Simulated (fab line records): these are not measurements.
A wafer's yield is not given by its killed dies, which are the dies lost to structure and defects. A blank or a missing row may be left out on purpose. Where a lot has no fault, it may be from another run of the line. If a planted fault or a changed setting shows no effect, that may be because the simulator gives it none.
The tool behind it: which one? + flow nand-harc + 24 lots with 72 wafers sampled at 6 steps, on a route of 1159 steps

## WHAT THE GAUGES READ, wafer by wafer
NHARC_P_M1_INSPECT_27. Usual: raw-defect-count reads 322 (standard deviation 120).
| lot  | measured     | on                | raw-defect-count | flag |
|------|--------------|-------------------|------------------|------|
| L074 | day 5 17:40  | defect-inspect-02 | 215 372 213      |      |
| L075 | day 6 16:15  | defect-inspect-01 | 247 334 274      |      |
| L076 | day 6 16:37  | defect-inspect-02 | 316 385 473      |      |
| L077 | day 7 03:02  | defect-inspect-01 | 657 475 302      |      |
| L079 | day 7 07:23  | defect-inspect-02 | 163 166 204      |      |
| L078 | day 7 06:53  | defect-inspect-02 | 226 266 264      |      |
| L080 | day 7 12:17  | defect-inspect-01 | 162 177 275      |      |
| L081 | day 7 21:20  | defect-inspect-01 | 179 478 355      |      |
| L082 | day 7 22:15  | defect-inspect-01 | 277 445 684      |      |
| L083 | day 8 07:44  | defect-inspect-01 | 338 434 455      |      |
| L084 | day 8 12:24  | defect-inspect-02 | 282 326 217      |      |
| L087 | day 9 04:43  | defect-inspect-02 | 246 381 219      |      |
| L086 | day 9 05:37  | defect-inspect-01 | 465 368 274      |      |
| L085 | day 9 06:02  | defect-inspect-01 | 289 268 167      |      |
| L089 | day 9 22:07  | defect-inspect-01 | 224 344 453      |      |
| L088 | day 9 23:37  | defect-inspect-02 | 303 709 433      |      |
| L091 | day 10 00:10 | defect-inspect-02 | 232 266 262      |      |
| L090 | day 10 05:19 | defect-inspect-01 | 173 397 188      |      |
| L092 | day 10 11:19 | defect-inspect-01 | 282 247 175      |      |
| L094 | day 11 05:52 | defect-inspect-02 | 214 288 179      |      |
| L093 | day 11 06:00 | defect-inspect-01 | 317 318 290      |      |
| L095 | day 11 08:26 | defect-inspect-02 | 392 342 424      |      |
| L096 | day 11 12:16 | defect-inspect-01 | 508 326 329      |      |
| L097 | day 11 12:49 | defect-inspect-02 | 162 237 319      |      |

NHARC_P_M2_OVL_MEAS_10: pitch 340 nm. Usual: overlay-x-nm -0.2 nm, standard deviation 0.84; overlay-y-nm -0.2 nm, standard deviation 0.93.
| lot  | measured     | on         | overlay-x-nm (nm) | overlay-y-nm (nm) | flag |
|------|--------------|------------|-------------------|-------------------|------|
| L074 | day 5 19:00  | overlay-02 | 0.5 1.2 0.9       | 0.1 0.1 -0.3      |      |
| L075 | day 6 17:43  | overlay-02 | -1.0 -1.4 -0.8    | -0.6 -0.5 -0.4    |      |
| L076 | day 6 17:57  | overlay-01 | 0.7 0.9 0.4       | -1.6 -1.5 -1.4    |      |
| L077 | day 7 04:28  | overlay-02 | -0.8 -1.1 -1.1    | -1.7 -1.5 -0.3    |      |
| L079 | day 7 08:52  | overlay-01 | -0.2 -0.6 -0.1    | 0.4 -0.1 0.6      |      |
| L078 | day 7 08:21  | overlay-02 | 0.3 0.2 0.4       | -1.9 -1.4 -1.4    |      |
| L080 | day 7 13:39  | overlay-01 | 0.4 0.9 0.8       | 0.4 0.4 0.4       |      |
| L081 | day 7 22:50  | overlay-01 | 1.0 0.9 0.6       | 0.1 -0.3 0.2      |      |
| L082 | day 7 23:54  | overlay-02 | -0.3 0.0 -0.2     | -1.9 -2.4 -1.6    |      |
| L083 | day 8 09:05  | overlay-01 | 0.2 0.2 0.8       | 1.0 0.4 0.5       |      |
| L084 | day 8 13:53  | overlay-02 | -0.9 -0.5 -0.8    | 1.5 1.2 1.2       |      |
| L087 | day 9 06:23  | overlay-02 | -0.1 0.0 0.2      | 0.1 -0.1 0.0      |      |
| L086 | day 9 07:07  | overlay-01 | -0.6 -0.5 0.6     | -0.3 -0.6 -0.3    |      |
| L085 | day 9 07:28  | overlay-02 | -0.9 -0.8 -0.5    | -2.2 -1.9 -1.9    |      |
| L089 | day 9 23:36  | overlay-02 | -1.8 -1.5 -1.3    | 0.5 0.8 0.8       |      |
| L088 | day 10 01:06 | overlay-01 | 0.8 0.6 0.1       | 0.0 0.3 0.1       |      |
| L091 | day 10 01:31 | overlay-02 | 0.8 0.9 0.2       | -1.0 -1.1 -1.2    |      |
| L090 | day 10 06:49 | overlay-01 | 1.7 1.6 1.5       | 1.2 1.5 0.9       |      |
| L092 | day 10 12:43 | overlay-02 | -0.7 0.0 -0.8     | 0.8 0.4 0.8       |      |
| L094 | day 11 07:41 | overlay-01 | -1.0 -1.0 -1.0    | -0.1 0.2 -0.4     |      |
| L093 | day 11 07:50 | overlay-01 | -0.4 -0.1 -0.7    | 0.0 -0.5 0.2      |      |
| L095 | day 11 09:46 | overlay-01 | -2.3 -2.1 -1.4    | 0.1 0.1 0.3       |      |
| L096 | day 11 13:38 | overlay-01 | -1.5 -0.7 -0.9    | -0.1 -0.8 -0.3    |      |
| L097 | day 11 14:17 | overlay-01 | -0.1 -0.9 -0.6    | -0.2 0.4 0.3      |      |

## TOOL THAT RAN EACH LOT (tool first, then ch and the chambers of the sampled wafers, then the start)
| lot  | NHARC_P_CONTACT_CMP_01        | NHARC_P_CONTACT_PVD_32                  | NHARC_P_M0_ETCH_15                            | NHARC_P_M1_PRE_CLEAN_30                 |
|------|-------------------------------|-----------------------------------------|-----------------------------------------------|-----------------------------------------|
| L074 | cmp-03 ch 1,2,3, day 5 05:57  | pvd-sputter-01, day 5 17:40 or earlier  | rie-diel-11 ch 1,2, day 5 17:40 or earlier    | pvd-sputter-03, day 5 17:40 or earlier  |
| L075 | cmp-03 ch 0,1,3, day 5 21:13  | pvd-sputter-01, day 6 16:15 or earlier  | rie-diel-03 ch 2,3, day 6 16:15 or earlier    | pvd-sputter-02, day 6 16:15 or earlier  |
| L076 | cmp-03 ch 0,1,2, day 5 21:41  | pvd-sputter-03, day 6 10:10 or earlier  | rie-diel-01 ch 0,2, day 6 10:10               | pvd-sputter-02, day 6 16:37 or earlier  |
| L077 | cmp-01 ch 0,1,3, day 6 09:44  | pvd-sputter-02, day 7 03:02 or earlier  | rie-diel-03 ch 1,2, day 7 03:02 or earlier    | pvd-sputter-02, day 7 03:02 or earlier  |
| L079 | cmp-03 ch 1,3, day 6 11:55    | pvd-sputter-03, day 7 07:23 or earlier  | rie-diel-03 ch 0,3, day 7 07:23 or earlier    | pvd-sputter-03, day 7 07:23 or earlier  |
| L078 | cmp-03 ch 2,3, day 6 12:35    | pvd-sputter-01, day 7 06:53 or earlier  | rie-diel-03 ch 0,1, day 7 06:53 or earlier    | pvd-sputter-01, day 7 06:53 or earlier  |
| L080 | cmp-01 ch 0,2,3, day 7 00:28  | pvd-sputter-01, day 7 12:17 or earlier  | rie-diel-03 ch 0,1,3, day 7 12:17 or earlier  | pvd-sputter-02, day 7 12:17 or earlier  |
| L081 | cmp-02 ch 1,2,3, day 7 08:38  | pvd-sputter-03, day 7 21:20 or earlier  | rie-diel-03 ch 0,1, day 7 21:20 or earlier    | pvd-sputter-02, day 7 21:20 or earlier  |
| L082 | cmp-01 ch 1,2,3, day 7 09:47  | pvd-sputter-03, day 7 22:15 or earlier  | rie-diel-11 ch 1,2,3, day 7 22:15 or earlier  | pvd-sputter-03, day 7 22:15 or earlier  |
| L083 | cmp-03 ch 0,1,3, day 7 20:09  | pvd-sputter-03, day 8 07:44 or earlier  | rie-diel-01 ch 0,1,2, day 8 07:44 or earlier  | pvd-sputter-01, day 8 07:44 or earlier  |
| L084 | cmp-01 ch 2,3, day 8 00:27    | pvd-sputter-02, day 8 12:24 or earlier  | rie-diel-03 ch 0,1,2, day 8 12:24 or earlier  | pvd-sputter-03, day 8 12:24 or earlier  |
| L087 | cmp-01 ch 0,2,3, day 8 16:44  | pvd-sputter-01, day 9 04:43 or earlier  | rie-diel-03 ch 0,1,2, day 9 04:43 or earlier  | pvd-sputter-02, day 9 04:43 or earlier  |
| L086 | cmp-01 ch 1,3, day 8 17:19    | pvd-sputter-02, day 9 05:37 or earlier  | rie-diel-03 ch 0,2, day 9 05:37 or earlier    | pvd-sputter-03, day 9 05:37 or earlier  |
| L085 | cmp-03 ch 1,2,3, day 8 17:35  | pvd-sputter-03, day 9 06:02 or earlier  | rie-diel-01 ch 0,2, day 9 06:02 or earlier    | pvd-sputter-02, day 9 06:02 or earlier  |
| L089 | cmp-02 ch 0,1,3, day 9 04:16  | pvd-sputter-02, day 9 22:07 or earlier  | rie-diel-01 ch 2,3, day 9 22:07 or earlier    | pvd-sputter-01, day 9 22:07 or earlier  |
| L088 | cmp-01 ch 0,2,3, day 9 06:25  | pvd-sputter-01, day 9 23:37 or earlier  | rie-diel-01 ch 2,3, day 9 23:37 or earlier    | pvd-sputter-01, day 9 23:37 or earlier  |
| L091 | cmp-01 ch 1,2, day 9 10:40    | pvd-sputter-02, day 10 00:10 or earlier | rie-diel-01 ch 0,1,3, day 10 00:10 or earlier | pvd-sputter-03, day 10 00:10 or earlier |
| L090 | cmp-03 ch 2,3, day 9 12:12    | pvd-sputter-02, day 10 05:19 or earlier | rie-diel-01 ch 0,2, day 10 05:19 or earlier   | pvd-sputter-03, day 10 05:19 or earlier |
| L092 | cmp-01 ch 1,3, day 9 23:35    | pvd-sputter-01, day 10 11:19 or earlier | rie-diel-11 ch 2,3, day 10 11:19 or earlier   | pvd-sputter-03, day 10 11:19 or earlier |
| L094 | cmp-02 ch 0,2,3, day 10 15:16 | pvd-sputter-01, day 11 05:52 or earlier | rie-diel-03 ch 1,2,3, day 11 05:52 or earlier | pvd-sputter-03, day 11 05:52 or earlier |
| L093 | cmp-01 ch 0,2,3, day 10 16:24 | pvd-sputter-03, day 11 06:00 or earlier | rie-diel-11 ch 0,1,3, day 11 06:00 or earlier | pvd-sputter-01, day 11 06:00 or earlier |
| L095 | cmp-03 ch 0,2,3, day 10 19:41 | pvd-sputter-01, day 11 08:26 or earlier | rie-diel-03 ch 0,1,3, day 11 08:26 or earlier | pvd-sputter-01, day 11 08:26 or earlier |
| L096 | cmp-01 ch 0,1,2, day 11 00:16 | pvd-sputter-02, day 11 12:16 or earlier | rie-diel-03 ch 1,2, day 11 12:16 or earlier   | pvd-sputter-01, day 11 12:16 or earlier |
| L097 | cmp-02 ch 0,3, day 11 00:40   | pvd-sputter-01, day 11 12:49 or earlier | rie-diel-03 ch 1,3, day 11 12:49 or earlier   | pvd-sputter-03, day 11 12:49 or earlier |
- NHARC_P_CONTACT_CMP_01: polishes SiO2, target thk 200 nm.
- NHARC_P_CONTACT_PVD_32: deposits Ti, target thk 5 nm, time 17.7 s.
- NHARC_P_M0_ETCH_15: etches the open film in C4F8/Ar, target depth 150 nm, overetch 15 nm, time 82.5 s.
- NHARC_P_M1_PRE_CLEAN_30: time 30 s.

## AS READ BY THE TOOLS THEMSELVES (means over the sampled wafers that have a number; for cases with no such wafer, the mark the record gives instead)
NHARC_P_CONTACT_CMP_01. Usual: motor-current-A 12.0 A, standard deviation 0.82; slurry-flow-ml-min 150.0, standard deviation 0.45.
| lot  | tool   | motor-current-A (A) | slurry-flow-ml-min | flag |
|------|--------|---------------------|--------------------|------|
| L074 | cmp-03 | 12.5                | 149.8              |      |
| L075 | cmp-03 | 12.2                | 150.5              |      |
| L076 | cmp-03 | 11.8                | 150.4              |      |
| L077 | cmp-01 | 11.4                | 149.9              |      |
| L079 | cmp-03 | 12.4                | 150.1              |      |
| L078 | cmp-03 | 12.8                | 150.2              |      |
| L080 | cmp-01 | 11.3                | 149.9              |      |
| L081 | cmp-02 | 12.7                | 150.2              |      |
| L082 | cmp-01 | 12.1                | 150.0              |      |
| L083 | cmp-03 | 11.9                | 150.2              |      |
| L084 | cmp-01 | 11.8                | 150.4              |      |
| L087 | cmp-01 | 11.4                | 149.9              |      |
| L086 | cmp-01 | 11.9                | 149.7              |      |
| L085 | cmp-03 | 12.4                | 150.0              |      |
| L089 | cmp-02 | 12.0                | 149.9              |      |
| L088 | cmp-01 | 11.3                | 150.1              |      |
| L091 | cmp-01 | 12.3                | 149.5              |      |
| L090 | cmp-03 | 12.6                | 150.2              |      |
| L092 | cmp-01 | 12.5                | 150.1              |      |
| L094 | cmp-02 | 13.0                | 149.5              |      |
| L093 | cmp-01 | 11.5                | 149.9              |      |
| L095 | cmp-03 | 12.7                | 149.6              |      |
| L096 | cmp-01 | 11.3                | 149.5              |      |
| L097 | cmp-02 | 11.8                | 149.9              |      |

NHARC_P_CONTACT_PVD_32. Usual: chamber-pressure-pa 4.999 Pa, standard deviation 0.0097; throttle-valve-pct 30.0 %, standard deviation 0.79.
| lot  | tool           | chamber-pressure-pa (Pa) | throttle-valve-pct (%) | flag |
|------|----------------|--------------------------|------------------------|------|
| L074 | pvd-sputter-01 | 5.000                    | 29.4                   |      |
| L075 | pvd-sputter-01 | 4.997                    | 29.6                   |      |
| L076 | pvd-sputter-03 | 5.015                    | 30.9                   |      |
| L077 | pvd-sputter-02 | 5.004                    | 29.3                   |      |
| L079 | pvd-sputter-03 | 5.003                    | 30.6                   |      |
| L078 | pvd-sputter-01 | 5.002                    | 29.5                   |      |
| L080 | pvd-sputter-01 | 4.998                    | 29.6                   |      |
| L081 | pvd-sputter-03 | 4.998                    | 30.2                   |      |
| L082 | pvd-sputter-03 | 4.994                    | 30.3                   |      |
| L083 | pvd-sputter-03 | 5.006                    | 30.8                   |      |
| L084 | pvd-sputter-02 | 5.000                    | 29.9                   |      |
| L087 | pvd-sputter-01 | 4.997                    | 30.0                   |      |
| L086 | pvd-sputter-02 | 5.004                    | 29.4                   |      |
| L085 | pvd-sputter-03 | 5.003                    | 31.2                   |      |
| L089 | pvd-sputter-02 | 5.000                    | 29.6                   |      |
| L088 | pvd-sputter-01 | 4.999                    | 29.7                   |      |
| L091 | pvd-sputter-02 | 4.999                    | 29.9                   |      |
| L090 | pvd-sputter-02 | 4.997                    | 29.8                   |      |
| L092 | pvd-sputter-01 | 5.001                    | 29.7                   |      |
| L094 | pvd-sputter-01 | 4.999                    | 29.2                   |      |
| L093 | pvd-sputter-03 | 4.998                    | 31.1                   |      |
| L095 | pvd-sputter-01 | 5.000                    | 30.2                   |      |
| L096 | pvd-sputter-02 | 4.998                    | 29.8                   |      |
| L097 | pvd-sputter-01 | 4.995                    | 29.5                   |      |

NHARC_P_M0_ETCH_15. Usual: oes-product-au 0.958 a.u., standard deviation 0.019; rf-vpp-V 441.8 V, standard deviation 2.5.
| lot  | tool        | oes-product-au (a.u.) | rf-vpp-V (V) | flag |
|------|-------------|-----------------------|--------------|------|
| L074 | rie-diel-11 | 0.966                 | 442.4        |      |
| L075 | rie-diel-03 | 0.952                 | 440.8        |      |
| L076 | rie-diel-01 | 0.937                 | 442.4        |      |
| L077 | rie-diel-03 | 0.964                 | 441.6        |      |
| L079 | rie-diel-03 | 0.945                 | 442.6        |      |
| L078 | rie-diel-03 | 0.962                 | 443.7        |      |
| L080 | rie-diel-03 | 0.938                 | 441.7        |      |
| L081 | rie-diel-03 | 0.985                 | 441.1        |      |
| L082 | rie-diel-11 | 0.967                 | 442.9        |      |
| L083 | rie-diel-01 | 0.966                 | 443.8        |      |
| L084 | rie-diel-03 | 0.940                 | 441.8        |      |
| L087 | rie-diel-03 | 0.944                 | 441.3        |      |
| L086 | rie-diel-03 | 0.924                 | 443.5        |      |
| L085 | rie-diel-01 | 0.973                 | 442.3        |      |
| L089 | rie-diel-01 | 0.959                 | 440.4        |      |
| L088 | rie-diel-01 | 0.965                 | 440.6        |      |
| L091 | rie-diel-01 | 0.951                 | 441.6        |      |
| L090 | rie-diel-01 | 0.963                 | 442.1        |      |
| L092 | rie-diel-11 | 0.962                 | 442.1        |      |
| L094 | rie-diel-03 | 0.973                 | 440.0        |      |
| L093 | rie-diel-11 | 0.954                 | 444.1        |      |
| L095 | rie-diel-03 | 0.982                 | 441.7        |      |
| L096 | rie-diel-03 | 0.976                 | 440.9        |      |
| L097 | rie-diel-03 | 0.969                 | 438.6        |      |

NHARC_P_M1_PRE_CLEAN_30. Usual: heater-power-w reads 417 W (standard deviation 41).
| lot  | tool           | heater-power-w (W) | flag |
|------|----------------|--------------------|------|
| L074 | pvd-sputter-03 | 452                |      |
| L075 | pvd-sputter-02 | 421                |      |
| L076 | pvd-sputter-02 | 402                |      |
| L077 | pvd-sputter-02 | 442                |      |
| L079 | pvd-sputter-03 | 445                |      |
| L078 | pvd-sputter-01 | 387                |      |
| L080 | pvd-sputter-02 | 420                |      |
| L081 | pvd-sputter-02 | 409                |      |
| L082 | pvd-sputter-03 | 429                |      |
| L083 | pvd-sputter-01 | 373                |      |
| L084 | pvd-sputter-03 | 453                |      |
| L087 | pvd-sputter-02 | 435                |      |
| L086 | pvd-sputter-03 | 462                |      |
| L085 | pvd-sputter-02 | 431                |      |
| L089 | pvd-sputter-01 | 392                |      |
| L088 | pvd-sputter-01 | 377                |      |
| L091 | pvd-sputter-03 | 414                |      |
| L090 | pvd-sputter-03 | 458                |      |
| L092 | pvd-sputter-03 | 462                |      |
| L094 | pvd-sputter-03 | 439                |      |
| L093 | pvd-sputter-01 | 363                |      |
| L095 | pvd-sputter-01 | 382                |      |
| L096 | pvd-sputter-01 | 386                |      |
| L097 | pvd-sputter-03 | 444                |      |

## THE ANSWER, worked out from the rows above alone
Rule: a lot is off if the mean of its wafers that have a number lies more than 3 standard deviations from the usual mean. Also off: a lot with no number at a reading for which 4 or more lots have one. Any other lot the step has rows for is counted as sound. The gauges are gone through in route order, then the tools' own readings, and for those a lot's mean is taken as printed above. The first step at which some lot is off is used, and at that step the reading that is off furthest; a lot without a number counts as furthest.
None of the lots is off at any reading shown; this tells nothing.

## WHAT WAS PUT IN BY THE SIMULATOR
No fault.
